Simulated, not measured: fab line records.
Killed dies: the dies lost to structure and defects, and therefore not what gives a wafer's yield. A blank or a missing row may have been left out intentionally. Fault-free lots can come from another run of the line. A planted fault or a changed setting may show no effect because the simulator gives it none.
A lot that was struck, set against a sound lot | flow nand-harc | 15 steps out of a route of 1302
Sound: the wafers L283.1, L283.3, L283.6. Wafers struck: L265.1, L265.3, L265.4. Last of all comes the cause.
For every step that has rows: the tool of each side, followed by ch and its chambers, followed by its first start. Under that, the readings that differ: sound wafers | struck wafers | difference of the means | sigmas: that difference in standard deviations of wafers without a fault.
alike: readings whose means differ by less than 2 such deviations, and words and numbers that are the same on both sides. not compared: withheld readings, readings that some wafer has no value for, bounds like >300 that may hide the same value, and numbers for which the record gives no deviation and whose values overlap.
Wherever a step has rows on one side only, a row that says differs or no value, or a row with sigmas, the two part there. When numbers do not overlap yet have no deviation, they are printed without sigmas and do not part them. A reading missing from all wafers of one side parts the sides only when that side holds two or more wafers.

NHARC_A_CHANNEL_HOLE_D2_ETCH_44: etches the open film in CF4/O2, target depth 140 nm, overetch 14 nm, time 77 s.
  sound on rie-diel-05 ch 0,2,3, day 21 06:24; struck on rie-diel-05 ch 0,1,2, day 13 20:19
  alike: drypump-motor-current-A, oes_f_703_au, oes-product-au, rf-vpp-V, showerhead-plenum-p-Torr, throttle-valve-pct
  not compared: rf-hours-counter-h
NHARC_A_CHANNEL_HOLE_D2_STRIP_28: strips in O2.
  sound: rie-diel-05 ch 0,2; struck: rie-diel-05 ch 0,2,3
  alike: drypump-motor-current-A, oes-product-au, rf-vpp-V, showerhead-plenum-p-Torr, throttle-valve-pct
  not compared: rf-hours-counter-h
then, 2 steps without rows for these wafers: NHARC_A_CHANNEL_HOLE_D2_PRECLEAN_29 (cleans in SC1); NHARC_A_CHANNEL_HOLE_D2_SRD_30.
NHARC_A_CHANNEL_HOLE_D2_CD_MEAS_31:
  struck on cd-sem-03, day 13 21:06; sound on cd-sem-01, day 21 07:11
  alike: cd-nm
NHARC_A_CHANNEL_HOLE_D2_XSEM_32:
  sound on xsem-01 ch 0, day 21 07:16; struck on xsem-01 ch 0, day 13 21:11
  alike: bot-cd-nm, bow-nm, tilt-deg
NHARC_A_CHANNEL_HOLE_D2_INSPECT_40:
  struck on defect-inspect-02, day 13 21:17; sound on defect-inspect-02, day 21 07:22
  alike: raw-defect-count
then, 3 steps without rows for these wafers: NHARC_A_CHANNEL_FILL_D2_PRECLEAN_00 (cleans in SC1); NHARC_A_CHANNEL_FILL_D2_SRD_01; NHARC_A_CHANNEL_FILL_D2_ALD_02 (deposits SiO2, target thk 6 nm, pulse time 10 s, ald cycles 60).
NHARC_A_CHANNEL_FILL_D2_ALD_03: deposits SiNx, target thk 6 nm, pulse time 60 s, ald cycles 58.
  sound: ald-sin-batch-01 ch 0; struck: ald-sin-batch-03 ch 0
  alike: precursor-pulse-height-rel, susceptor-temp-C
NHARC_A_CHANNEL_FILL_D2_ALD_14: deposits SiO2, target thk 2.5 nm, pulse time 10 s, ald cycles 25.
  sound on ald-hk-01 ch 0,3, day 21 16:50; struck on ald-hk-02 ch 0,2,3, day 14 04:32
  reading              | sound                | struck | difference                    | sigmas
  susceptor-temp-C (C) | 300.01 300.14 299.88 | - - -  | no value on the struck wafers |
  alike: heater-power-w, precursor-pulse-height-rel
NHARC_A_CHANNEL_FILL_D2_ALD_15: deposits SiNx, target thk 2 nm, pulse time 60 s, ald cycles 19.
  sound on ald-sin-batch-02 ch 0, day 21 19:58; struck on ald-sin-batch-02 ch 0, day 14 07:39
  reading              | sound                | struck               | difference | sigmas
  susceptor-temp-C (C) | 630.39 630.19 630.61 | 604.52 605.03 605.09 | -25.52     | -98
  alike: precursor-pulse-height-rel
then, 1 step without rows for these wafers: NHARC_A_CHANNEL_FILL_D2_ALD_16 (deposits SiO2, target thk 1.5 nm, pulse time 10 s, ald cycles 15).
NHARC_END_SORT_01:
  the record has rows for the sound wafers here (prober-01 ch 0, day 32 17:19) and none for the struck ones

## WHERE THEY PART
At NHARC_A_CHANNEL_FILL_D2_ALD_14 first; at NHARC_END_SORT_01 last (within this record only).

WHY: what the simulator had put in
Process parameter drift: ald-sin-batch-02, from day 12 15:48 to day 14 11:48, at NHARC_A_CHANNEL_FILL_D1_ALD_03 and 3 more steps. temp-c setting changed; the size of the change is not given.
